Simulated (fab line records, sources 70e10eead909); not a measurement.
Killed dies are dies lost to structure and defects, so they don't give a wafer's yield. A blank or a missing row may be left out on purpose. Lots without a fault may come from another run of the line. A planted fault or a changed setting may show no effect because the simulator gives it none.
One fault seen from 2 desks | flow nand_harc | each desk has only its own numbers; what lay behind them comes last

THE METROLOGY DESK
What the gauges read, lot by lot, whatever tool the lot ran on: means of the sampled wafers that have a number. A lot is out of limits, marked OUT, if its mean lies more than 4 standard deviations from the usual mean; the brackets give that distance.
Columns: A = overlay_x_nm at NHARC_P_CONTACT_OVL_MEAS_13, usual 0.1 nm; B = overlay_y_nm at NHARC_P_CONTACT_OVL_MEAS_13, usual -0.1 nm
lot  | first seen here | A    | B
L448 | day 5 18:06     | 0.7  | -0.4
L451 | day 6 06:58     | 1.3  | 0.2
L449 | day 6 07:35     | 1.1  | 0.4
L454 | day 7 10:49     | 0.0  | 0.3
L456 | day 8 04:16     | -1.5 | 0.7
L457 | day 8 07:22     | -1.6 | -0.3
L460 | day 8 16:55     | -0.4 | 0.2
L459 | day 8 17:30     | 0.9  | 0.5
L464 | day 9 15:58     | 0.4  | -0.4
L465 | day 10 03:14    | 0.1  | -0.4
L467 | day 10 16:29    | -0.9 | -0.9
L470 | day 11 02:38    | 0.8  | -0.5
This desk's finding: nothing out of limits on any of the 12 lots.

THE TOOL OWNER'S DESK: litho_track-03
The tool's own readings at NHARC_P_ZERO_WELL_PEB_35 (peb time 85 s): means of the sampled wafers that have a number, for each lot that ran on this tool. A lot is out of limits, marked OUT, if its mean lies more than 4 standard deviations from the usual mean; the brackets give that distance.
Columns: A = chill_plate_temp_C at NHARC_P_ZERO_WELL_PEB_35, usual 23.01 C; B = heater_power_total_W at NHARC_P_ZERO_WELL_PEB_35, usual 163.98 W; C = plate_temp_C at NHARC_P_ZERO_WELL_PEB_35, usual 118.01 C
lot  | first seen here | A     | B                 | C
L454 | day 3 10:02     | 23.16 | 163.83            | 117.92
L460 | day 4 21:49     | 22.93 | 163.67            | 117.95
L464 | day 5 21:53     | 23.09 | 162.59 (-5.0) OUT | 117.28 (-5.6) OUT
L467 | day 6 16:09     | 22.98 | 162.46 (-5.4) OUT | 117.17 (-6.4) OUT
This desk's finding: out of limits on L464, L467; first on L464, day 5 21:53 (heater_power_total_W at NHARC_P_ZERO_WELL_PEB_35). In limits: L454, L460.

PUT TOGETHER
The tool owner's desk could have raised an alarm at day 5 21:53, on L464, L467.
The metrology desk saw nothing out of limits.
The metrology desk has L464, L467 on record, within its limits.
Of the lots named, all ran NHARC_P_ZERO_WELL_PEB_35 on litho_track-03.

WHAT THE SIMULATOR HAD PUT IN
Process parameter drift: litho_track-03, from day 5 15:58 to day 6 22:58, at NHARC_P_ZERO_WELL_PEB_35. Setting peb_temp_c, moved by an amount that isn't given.
Lots struck among those shown: L464, L467.
Hours from the fault's start to each desk's first reading out of limits: the tool owner's desk, 6.
